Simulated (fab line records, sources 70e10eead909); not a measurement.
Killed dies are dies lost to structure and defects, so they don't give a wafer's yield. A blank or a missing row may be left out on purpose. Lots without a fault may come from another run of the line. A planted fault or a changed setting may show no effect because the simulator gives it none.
A struck lot beside a sound one | flow nand_harc | 14 steps out of a route of 1302
Sound: wafers L805.3, L805.4, L805.6. Struck: wafers L814.1, L814.3, L814.4. The cause comes at the end.
At each step with rows: each side's tool, then ch and its chambers, then its first start. Under that, the readings that differ: sound wafers | struck wafers | difference of the means | sigmas: that difference in standard deviations of wafers without a fault.
alike: readings whose means differ by less than 2 such deviations, and words and numbers that are the same on both sides. not compared: withheld readings, readings that some wafer has no value for, bounds like >300 that may hide the same value, and numbers for which the record gives no deviation and whose values overlap.
The two part at a step that has a row with sigmas, a row that says differs or no value, or rows on one side only. Numbers that don't overlap but have no deviation are shown without sigmas and don't part them. A reading that every wafer of one side lacks parts them only if that side has two wafers or more.

NHARC_A_ONON_D2_THK_MEAS_08: measures by ellipsometry.
  sound on film_metro-01, day 14 02:48; struck on film_metro-01, day 18 06:36
  alike: thk_nm
then, 1 step without rows for these wafers: NHARC_A_ONON_D2_DEP_09 (target thk 1000 nm).
NHARC_A_ONON_D2_THK_MEAS_11: measures by ellipsometry.
  sound on film_metro-02, day 14 03:22; struck on film_metro-01, day 18 07:10
  reading     | sound          | struck       | difference | sigmas
  thk_nm (nm) | 1030 1030 1030 | 997 1000 997 | -32        | -3
then, 1 step without rows for these wafers: NHARC_A_ONON_D2_DEP_12 (target thk 1000 nm).
NHARC_A_ONON_D2_THK_MEAS_14: measures by ellipsometry.
  sound on film_metro-02, day 14 03:55; struck on film_metro-02, day 18 07:44
  alike: thk_nm
then, 2 steps without rows for these wafers: NHARC_A_ONON_D2_ANNEAL_15 (time 3600 s); NHARC_A_ONON_D2_DEP_16 (target thk 1000 nm).
NHARC_A_ONON_D2_THK_MEAS_18: measures by ellipsometry.
  sound on film_metro-02, day 14 11:20; struck on film_metro-02, day 18 15:07
  alike: thk_nm
then, 1 step without rows for these wafers: NHARC_A_ONON_D2_DEP_19 (target thk 1000 nm).
NHARC_A_ONON_D2_THK_MEAS_21: measures by ellipsometry.
  sound on film_metro-01, day 14 11:54; struck on film_metro-01, day 18 15:40
  alike: thk_nm
then, 1 step without rows for these wafers: NHARC_A_ONON_D2_DEP_22 (target thk 1000 nm).
NHARC_A_ONON_D2_THK_MEAS_24: measures by ellipsometry.
  sound on film_metro-01, day 14 12:29; struck on film_metro-02, day 18 16:14
  alike: thk_nm
NHARC_A_ONON_D2_DEP_25: target thk 1000 nm.
  sound on pecvd_onon-03 ch 0, day 14 12:40; struck on pecvd_onon-03, day 18 16:18
  no value came back on the struck wafers for n2_flow_sccm (sccm), n2o_flow_sccm (sccm), sih4_flow_sccm (sccm); on the sound wafers n2_flow_sccm (sccm) reads 2738 2747 2739
-- the record jumps here: 11 days lie between the struck wafers' starts before and after (it left off in module A_ONON_D2 and takes up again in module END, whose first step shown is number 1302 of the route) --
NHARC_END_SORT_01:
  sound on prober-01 ch 0, day 26 00:43; struck on prober-01 ch 0, day 29 14:54
  reading         | sound    | struck      | difference | sigmas
  killed_at_array | 55 39 50 | 676 673 673 | +626       | +33
  killed_dies     | 60 44 58 | 677 677 677 | +623       | +33
  alike: killed_at_other, killed_at_periphery, killed_open, killed_short

WHERE THEY PART
First at NHARC_A_ONON_D2_THK_MEAS_11; last, within this record, at NHARC_END_SORT_01.

WHY: what the simulator had put in
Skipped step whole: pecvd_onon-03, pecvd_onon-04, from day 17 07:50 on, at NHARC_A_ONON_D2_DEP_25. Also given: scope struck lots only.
